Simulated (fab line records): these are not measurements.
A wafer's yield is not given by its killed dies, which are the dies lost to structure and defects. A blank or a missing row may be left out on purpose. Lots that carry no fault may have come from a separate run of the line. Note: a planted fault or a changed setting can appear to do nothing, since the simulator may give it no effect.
fab line records	flow n5-finfet
record lots=6	wafers=18	last-day=18
route steps=1938 shown SD_EPI_N@283 SD_EPI_P@295 BEOL_M4@1111
lots that met no fault: taken from a fault-free run of the same line
start-h: hours from the record's opening day to when the first of the lot's shown wafers began	wait-h: time in hours since the lot's previous step	" unchanged from the row above	L1.1+2: one row covering several wafers at once	- no value present, or no start provided	* or withheld: withheld	< > ~ a bound
route shown NAME@n: a module of which the file shows steps, and the number in the route of the first	usual: mean/standard deviation of fault-free wafers	same: alike in all rows	chamber/n: place in a boat	sites: per-site readings	_std_site: how widely they spread, as a standard deviation	_edge_site: mean of outer sites minus mean of inner sites	radius-mm: for every site, how far away it sits from the centre of the wafer	mask NAME#n: copy n	behind: the most recent tool/chamber to have shaped the wafer	hold: reason for holding the lot/hours on hold/outcome of the hold	device: names the non-switching transistor (n, p or np)	end of line: the tests these same wafers got at the end of their route	step lacking rows: just its recipe	killed: count of dies lost to structure and defects at first sort (not the wafer's yield)	map: the dies of a wafer, with x for killed, . for not killed, _ for no die there
set.NAME: the setting the step ran with; set.NAME@STEP: the setting that earlier step ran with	model.NAME: the simulator's own value behind a step, which no gauge read
lots seen at some steps along the route; tables by step, rows by wafer
services: when a tool's chamber went out of use (start-h, in hours from the record's first day, below 0 if earlier), for how many hours, and the reason
## steps
# step N5_SD_EPI_N_WET_ETCH_43
# recipe chemistry=dHF	dilution=withheld	time-s=14	target=SiO2	target-depth-a=15	temp-c=25
# step N5_SD_EPI_N_STRIP_18
# recipe chemistry=SPM	time-s=750	temp-c=130	h2so4-h2o2-vol-ratio=4
# step N5_SD_EPI_N_SRD_20
# recipe dry=ipa-marangoni	do-ppb=5	time-s=30	temp-c=23	rinse-liquid=diw
# step N5_SD_EPI_N_PRECLEAN_48
# recipe chemistry=NF3:NH3	afs-cycles=2	temp-c=30	time-s=20	sublimation-temp-c=180	sublimation-time-s=60	pressure-torr=3	rf-power-w=30
# step N5_SD_EPI_N_VAPOR_ETCH_50
# recipe chemistry=HCl	target=Si	temp-c=775	time-s=54	pressure-torr=20	mode=isotropic
# usual throttle-valve-pct=11.8/0.35
lot.wafer	tool	chamber	start-h	wait-h	throttle-valve-pct
L248.1	epi-rpcvd-04	0	57.23	0.4	12.4
L248.3	"	0	"	"	12.1
L248.4	"	0	"	"	12.4
L255.1	epi-rpcvd-02	0	102.24	0.3	11.6
L255.3	"	0	"	"	11.6
L255.5	"	0	"	"	11.6
L257.1	epi-rpcvd-04	0	111.48	0.3	12.2
L257.2	"	0	"	"	12.2
L257.6	"	0	"	"	12.4
L260.1	epi-rpcvd-02	0	129.76	0.3	11.6
L260.2	"	0	"	"	11.7
L260.5	"	0	"	"	11.6
L262.3	epi-rpcvd-02	0	147.44	0.2	11.7
L262.5	"	0	"	"	11.7
L262.6	"	0	"	"	11.7
L270.3	epi-rpcvd-03	0	188.05	0.2	11.3
L270.4	"	0	"	"	11.7
L270.5	"	0	"	"	11.4
# step N5_SD_EPI_N_EPI_21
# recipe material=Si:P	dopant=P	temp-c=680	pressure-torr=255	time-s=690
# step N5_SD_EPI_N_EPI_MEAS_23
# recipe mode=xrd
# usual thk-nm=59.1/1.3
lot.wafer	tool	chamber	start-h	wait-h	thk-nm
L248.1	film-metro-01	-	59.77	1.9	59.4
L248.3	"	-	"	"	57.7
L248.4	"	-	"	"	58.3
L255.1	film-metro-01	-	104.14	1.4	60.0
L255.3	"	-	"	"	58.4
L255.5	"	-	"	"	60.8
L257.1	film-metro-01	-	113.39	1.5	60.8
L257.2	"	-	"	"	60.7
L257.6	"	-	"	"	58.7
L260.1	film-metro-01	-	131.66	1.4	58.5
L260.2	"	-	"	"	59.5
L260.5	"	-	"	"	60.9
L262.3	film-metro-01	-	149.28	0.9	57.5
L262.5	"	-	"	"	60.8
L262.6	"	-	"	"	59.5
L270.3	film-metro-02	-	189.89	0.9	57.5
L270.4	"	-	"	"	57.1
L270.5	"	-	"	"	59.5
# step N5_SD_EPI_N_PRECLEAN_24
# recipe chemistry=O3/DIW	time-s=60	temp-c=22	o3-ppm=10
# step N5_SD_EPI_N_SRD_25
# recipe time-s=30	temp-c=23	rinse-liquid=diw	dry=ipa-marangoni
# step N5_SD_EPI_N_PRECLEAN_49
# recipe chemistry=NF3:NH3	afs-cycles=1	temp-c=30	time-s=20	sublimation-temp-c=180	sublimation-time-s=60	pressure-torr=3	rf-power-w=30
# step N5_SD_EPI_N_LINER_46
# recipe material=SiNx	target-thk-a=30	temp-c=400	ald-precursor-family=SiH2I2	ald-co-reactant=N2/H2-plasma	pressure-torr=2
# usual heater-power-w=841/100
lot.wafer	tool	chamber	start-h	wait-h	heater-power-w
L248.1	ald-sin-01	1	60.08	0.2	694
L248.3	"	0	"	"	717
L248.4	"	3	"	"	956
L255.1	ald-sin-04	2	104.46	0.2	772
L255.3	"	0	"	"	761
L255.5	"	2	"	"	781
L257.1	ald-sin-02	1	113.99	0.5	992
L257.2	"	3	"	"	718
L257.6	"	0	"	"	874
L260.1	ald-sin-01	1	132.10	0.3	665
L260.2	"	3	"	"	912
L260.5	"	1	"	"	692
L262.3	ald-sin-02	3	149.58	0.1	723
L262.5	"	1	"	"	1023
L262.6	"	0	"	"	903
L270.3	ald-sin-01	1	190.67	0.6	689
L270.4	"	3	"	"	914
L270.5	"	0	"	"	730
# step N5_SD_EPI_N_INSPECT_26
# recipe inspect-instrument=darkfield	mode=post-epi
# usual raw-defect-count=205/41
lot.wafer	tool	chamber	start-h	wait-h	raw-defect-count
L248.1	defect-inspect-02	-	60.33	0.1	266
L248.3	"	-	"	"	267
L248.4	"	-	"	"	254
L255.1	defect-inspect-01	-	104.71	0.1	196
L255.3	"	-	"	"	235
L255.5	"	-	"	"	302
L257.1	defect-inspect-02	-	114.24	0.1	224
L257.2	"	-	"	"	253
L257.6	"	-	"	"	215
L260.1	defect-inspect-02	-	132.35	0.1	258
L260.2	"	-	"	"	194
L260.5	"	-	"	"	243
L262.3	defect-inspect-02	-	149.83	0.1	211
L262.5	"	-	"	"	253
L262.6	"	-	"	"	206
L270.3	defect-inspect-02	-	190.94	0.2	230
L270.4	"	-	"	"	235
L270.5	"	-	"	"	178
# step N5_SD_EPI_P_COAT_34
# recipe resist=SOC	temp-c=250	time-s=60	spin-rpm=1500	resist-thk-nm=350
# usual spin-speed-rpm=1499.8/0.93
lot.wafer	tool	chamber	start-h	wait-h	spin-speed-rpm	model.SOC_of_SD_EPI_P_COAT_34.thk-nm
L248.1	litho-track-05	0	60.36	0.0	1499.7	350.6
L248.3	"	0	"	"	1500.1	351.4
L248.4	"	0	"	"	1498.8	351.8
L255.1	litho-track-02	0	104.74	0.0	1499.9	350.4
L255.3	"	0	"	"	1500.1	350
L255.5	"	0	"	"	1499.4	348.6
L257.1	litho-track-02	0	114.28	0.0	1572.6	341.6
L257.2	"	0	"	"	1573.8	340.2
L257.6	"	0	"	"	1572.6	341
L260.1	litho-track-02	0	132.38	0.0	1573.7	341.2
L260.2	"	0	"	"	1571.6	342.4
L260.5	"	0	"	"	1573.2	342.2
L262.3	litho-track-05	0	149.86	0.0	1497.4	351
L262.5	"	0	"	"	1499.3	349.8
L262.6	"	0	"	"	1499.7	350.4
L270.3	litho-track-03	0	190.97	0.0	1500.9	349.8
L270.4	"	0	"	"	1498.7	350.6
L270.5	"	0	"	"	1501.7	349.4
# step N5_SD_EPI_P_COAT_35
# recipe resist=SiARC	temp-c=220	time-s=60	spin-rpm=1500	resist-thk-nm=35
# step N5_BEOL_M4_RC_MEAS_101
# usual DIBL_N=36.0/1.7	DIBL_P=36.0/2	IOFF_N=0.156/0.028	IOFF_P=0.21/0.04	ION_N=673/12	ION_P=463/8.3	SS_N=71.4/0.6	SS_P=73.3/0.66	VT_N=250/3	VT_P=-250/3.8
lot.wafer	tool	chamber	start-h	wait-h	DIBL_N[mV/V]	DIBL_P[mV/V]	IOFF_N[nA/um]	IOFF_P[nA/um]	ION_N[uA/um]	ION_P[uA/um]	SS_N[mV/dec]	SS_P[mV/dec]	VT_N[mV]	VT_P[mV]
L248.1	prober-01	0	173.37	0.0	36.9	36.3	0.148	0.22	661	457	72.5	72.9	253	-252
L248.3	"	0	"	"	37.2	36.3	0.176	0.23	684	467	71.7	73.3	247	-249
L248.4	"	0	"	"	36.2	36.1	0.156	0.22	675	467	71.7	72.9	249	-248
L255.1	prober-02	0	207.88	0.0	37.3	35.2	0.166	0.20	661	455	72.5	73.8	252	-251
L255.3	"	0	"	"	36.4	35.3	0.167	0.21	680	473	71.4	74.1	249	-250
L255.5	"	0	"	"	36.3	35.7	0.160	0.22	676	468	70.8	74.0	251	-248
L257.1	prober-02	0	226.85	0.0	33.4	33.8	0.127	0.20	668	462	71.3	72.1	252	-246
L257.2	"	0	"	"	34.8	35.0	0.141	0.22	662	458	72.1	73.4	254	-246
L257.6	"	0	"	"	32.9	32.3	0.119	0.19	663	456	71.0	72.1	255	-246
L260.1	prober-01	0	242.92	0.0	37.9	39.8	0.192	0.34	677	482	71.8	74.1	247	-240
L260.2	"	0	"	"	39.6	40.8	0.234	0.35	697	481	72.3	74.8	242	-241
L260.5	"	0	"	"	38.8	39.8	0.215	0.33	687	479	72.7	74.5	247	-241
L262.3	prober-02	0	254.33	0.3	33.7	33.7	0.131	0.16	664	451	70.9	73.4	251	-256
L262.5	"	0	"	"	34.3	34.9	0.139	0.17	663	460	71.5	73.0	253	-254
L262.6	"	0	"	"	35.4	35.7	0.154	0.18	677	458	72.2	73.6	248	-253
L270.3	prober-02	0	312.89	0.3	37.0	38.0	0.186	0.23	682	463	71.3	73.9	247	-249
L270.4	"	0	"	"	38.8	40.0	0.218	0.26	711	480	72.0	74.3	244	-247
L270.5	"	0	"	"	36.3	37.7	0.167	0.21	698	474	71.3	73.4	250	-252
## services
tool	chamber	start-h	hours	kind
epi-rpcvd-04	-	37.18	0.8	repair
ald-sin-02	0	40.03	8.5	repair
ald-sin-04	2	41.38	2.8	repair
ald-sin-02	-	47.99	28.1	pm
litho-track-02	-	74.62	-	consumable-replace:filter
litho-track-03	-	76.93	-	consumable-replace:filter
ald-sin-01	-	85.90	14.0	pm
ald-sin-01	0	85.90	14.0	vent-cycle
ald-sin-01	1	85.90	14.0	vent-cycle
ald-sin-01	2	85.90	14.0	vent-cycle
ald-sin-01	3	85.90	14.0	vent-cycle
ald-sin-04	1	91.70	3.7	repair
ald-sin-01	0	99.90	-	clean
ald-sin-01	1	99.90	-	clean
ald-sin-01	2	99.90	-	clean
ald-sin-01	3	99.90	-	clean
ald-sin-01	2	126.17	3.7	repair
ald-sin-02	-	139.72	0.6	repair
ald-sin-02	-	177.33	14.0	pm
ald-sin-02	0	177.33	14.0	vent-cycle
ald-sin-02	1	177.33	14.0	vent-cycle
ald-sin-02	2	177.33	14.0	vent-cycle
ald-sin-02	3	177.33	14.0	vent-cycle
## key
first-sign step=N5_SD_EPI_P_COAT_34	reading=spin-speed-rpm	direction=up	sigmas=79	usual=*	struck=*
effect none on later readings
model-effect step=N5_SD_EPI_P_COAT_34	value=SOC_of_SD_EPI_P_COAT_34.thk-nm	without=349.6	struck=341.4
met-at N5_SD_EPI_P_COAT_34
struck-wafers L257.1,L257.2,L257.6,L260.1,L260.2,L260.5
onset-between 104.74 114.28
fault kind=process-parameter-drift	tool=litho-track-02	chamber=-	onset-h=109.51	steps=N5_SD_EPI_P_COAT_34	channel=spin-rpm	offset=*	shape=step	end-h=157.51	acts-in=*	stated=*
